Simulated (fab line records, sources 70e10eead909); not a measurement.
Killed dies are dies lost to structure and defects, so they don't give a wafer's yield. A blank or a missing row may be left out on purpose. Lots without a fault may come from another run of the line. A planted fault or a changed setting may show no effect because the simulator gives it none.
A struck lot beside a sound one | flow nand_harc | 32 steps out of a route of 1302
Sound: wafers L937.1, L937.4, L937.5. Struck: wafer L928.4. (L928.2, L928.5 of the same lot were not struck and are left out.) The cause comes at the end.
At each step with rows: each side's tool, then ch and its chambers, then its first start. Under that, the readings that differ: sound wafers | struck wafers | difference of the means | sigmas: that difference in standard deviations of wafers without a fault.
alike: readings whose means differ by less than 2 such deviations, and words and numbers that are the same on both sides. not compared: withheld readings, readings that some wafer has no value for, bounds like >300 that may hide the same value, and numbers for which the record gives no deviation and whose values overlap.
The two part at a step that has a row with sigmas, a row that says differs or no value, or rows on one side only. Numbers that don't overlap but have no deviation are shown without sigmas and don't part them. A reading that every wafer of one side lacks parts them only if that side has two wafers or more.

first, 8 steps without rows for these wafers: NHARC_A_M0_DESCUM_14 (chemistry O2, time 3 s); NHARC_A_M0_ETCH_34 (etches the open film in N2/H2, target depth 40 nm, overetch 12 nm, time 43.94 s); NHARC_A_M0_ETCH_15 (etches the open film in C4F8/Ar, target depth 150 nm, overetch 15 nm, time 82.5 s); NHARC_A_M0_STRIP_18 (strips in N2/H2); NHARC_A_M0_STRIP_19 (strips in post etch residue remover, time 600 s); NHARC_A_M0_DEGAS_28 (time 60 s); NHARC_A_M0_PRE_CLEAN_29 (time 30 s); NHARC_A_M0_PVD_20 (deposits TaN, target thk 5 nm, time 8.06 s).
NHARC_A_M0_PVD_21: deposits Cu, target thk 30 nm, time 20.49 s.
  sound on pvd_sputter-03, day 32 07:47; struck on pvd_sputter-01, day 28 15:52
  alike: cathode_dc_power_W, throttle_valve_pct
then, 22 steps without rows for these wafers: NHARC_A_M0_ECD_22 (material Cu, target thk 400 nm); NHARC_A_M0_ANNEAL_30 (time 90 s); NHARC_A_M0_CMP_23 (polishes, t overpolish 20 s, target thk 113.75 nm); NHARC_A_M0_SRD_25; NHARC_A_M0_PRE_CLEAN_31 (time 12 s); NHARC_A_M0_DEP_32 (deposits SiCN, target thk 30 nm); NHARC_A_M1_DEP_00 (deposits SiOC, target thk 182.5 nm); NHARC_A_M1_DEHYDRATE_01 (time 120 s); NHARC_A_M1_HMDS_02 (time 30 s); NHARC_A_M1_COAT_34 (time 65 s); NHARC_A_M1_COAT_03 (resist thk 90 nm); NHARC_A_M1_SOFTBAKE_04 (time 55 s); NHARC_A_M1_EBR_05; NHARC_A_M1_EXPOSE_06 (exposes mask A M1, target cd 120 nm); NHARC_A_M1_PEB_07 (peb time 65 s); NHARC_A_M1_DEVELOP_08 (develop time 35 s); NHARC_A_M1_DESCUM_14 (chemistry O2, time 3 s); NHARC_A_M1_ETCH_35 (etches the open film in N2/H2, target depth 40 nm, overetch 12 nm, time 43.94 s); NHARC_A_M1_ETCH_15 (etches the open film in C4F8/Ar, target depth 182.5 nm, time 91.2 s); NHARC_A_M1_STRIP_18 (strips in N2/H2); NHARC_A_M1_ETCH_28 (etches the open film in CF4/N2, target depth 30 nm, time 72.99 s); NHARC_A_M1_STRIP_19 (strips in post etch residue remover, time 600 s).
NHARC_END_SORT_01:
  the record has rows for the struck wafers here (prober-02 ch 0, day 30 07:29) and none for the sound ones

WHERE THEY PART
Only at NHARC_END_SORT_01, within this record.

WHY: what the simulator had put in
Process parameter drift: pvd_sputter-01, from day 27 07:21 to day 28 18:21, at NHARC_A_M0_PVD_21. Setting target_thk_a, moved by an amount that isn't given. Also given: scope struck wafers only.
